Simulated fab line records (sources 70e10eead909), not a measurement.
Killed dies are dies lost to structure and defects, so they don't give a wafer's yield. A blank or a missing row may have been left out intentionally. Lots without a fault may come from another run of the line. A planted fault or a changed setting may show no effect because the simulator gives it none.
A struck lot beside a sound one / flow nand harc / 19 out of 1302 route steps
Sound: the wafers L901.3, L901.4, L901.5. Wafers struck: L907.2, L907.3, L907.6. The cause comes at the end.
For every step that has rows: the tool of each side, followed by ch and its chambers, followed by its first start. Under that, the readings that differ: sound wafers / struck wafers / difference of the means / sigmas: that difference in standard deviations of wafers without a fault.
alike: a reading whose means differ by less than 2 such deviations, as well as words and numbers matching on both sides. not compared: withheld readings; readings where some wafer has no value; bounds like >300 that might hide an equal value; numbers whose values overlap and for which the record gives no deviation.
Wherever a step has rows on one side only, a row that says differs or no value, or a row with sigmas, the two part there. Numbers that don't overlap but have no deviation are shown without sigmas and don't part them. A reading that every wafer of one side lacks parts them only if that side has two wafers or more.

NHARC_P_ZERO_WELL_INSPECT_43:
  sound on defect inspect-02, day 4 05:53; struck on defect inspect-02, day 6 17:38
  alike: raw defect count
then, 11 steps without rows for these wafers: NHARC_P_STI_ETCH_26 (etches SiO2 in dHF, target depth 11 nm); NHARC_P_STI_PRECLEAN_27 (cleans in SC1); NHARC_P_STI_SRD_28; NHARC_P_STI_OXIDE_29 (material SiO2, target thk 10 nm, ox time 1362 s); NHARC_P_STI_HM_DEP_30 (deposits Si3N4, target thk 80 nm, time 873 s); NHARC_P_STI_DEHYDRATE_01 (time 120 s); NHARC_P_STI_HMDS_02 (time 30 s); NHARC_P_STI_COAT_41 (time 65 s); NHARC_P_STI_COAT_03 (resist thk 600 nm); NHARC_P_STI_SOFTBAKE_04 (time 70 s); NHARC_P_STI_EBR_05.
NHARC_P_STI_EXPOSE_06: exposes mask P STI, target cd 200 nm.
  sound on krf scanner-03 ch 0, day 4 22:23; struck on krf scanner-03 ch 0, day 7 09:27
reading=model.P_STI.overlay x nm (nm); sound=3.885 3.885 3.885; struck=22.18 22.18 22.18; difference=+18.30; sigmas=
  alike: mask, stage vel mm s
then, 2 steps without rows for these wafers: NHARC_P_STI_PEB_07 (peb time 80 s); NHARC_P_STI_DEVELOP_08 (time 50 s).
NHARC_P_STI_CD_MEAS_09: target cd 200 nm.
  sound on cd sem-01 ch 0, day 4 22:32; struck on cd sem-01 ch 0, day 7 09:36
  alike: cd nm
NHARC_P_STI_OVL_MEAS_10:
  sound on overlay-01, day 4 22:37; struck on overlay-01, day 7 09:41
reading=overlay x nm (nm); sound=4 4 4; struck=23 22 22; difference=+18; sigmas=+3
reading=overlay y nm (nm); sound=-7 -8 -7; struck=6 6 5; difference=+13; sigmas=+2
NHARC_P_STI_INSPECT_11:
  sound on defect inspect-01, day 4 22:39; struck on defect inspect-02, day 7 09:43
reading=raw defect count; sound=10 17 7; struck=4 1 4; difference=-8; sigmas=-3
following that, these wafers have no rows for 1 step: NHARC_END_SORT_01.

WHERE THEY PART
First at NHARC_P_STI_OVL_MEAS_10; last, within this record, at NHARC_P_STI_INSPECT_11.

WHY: what the simulator had put in
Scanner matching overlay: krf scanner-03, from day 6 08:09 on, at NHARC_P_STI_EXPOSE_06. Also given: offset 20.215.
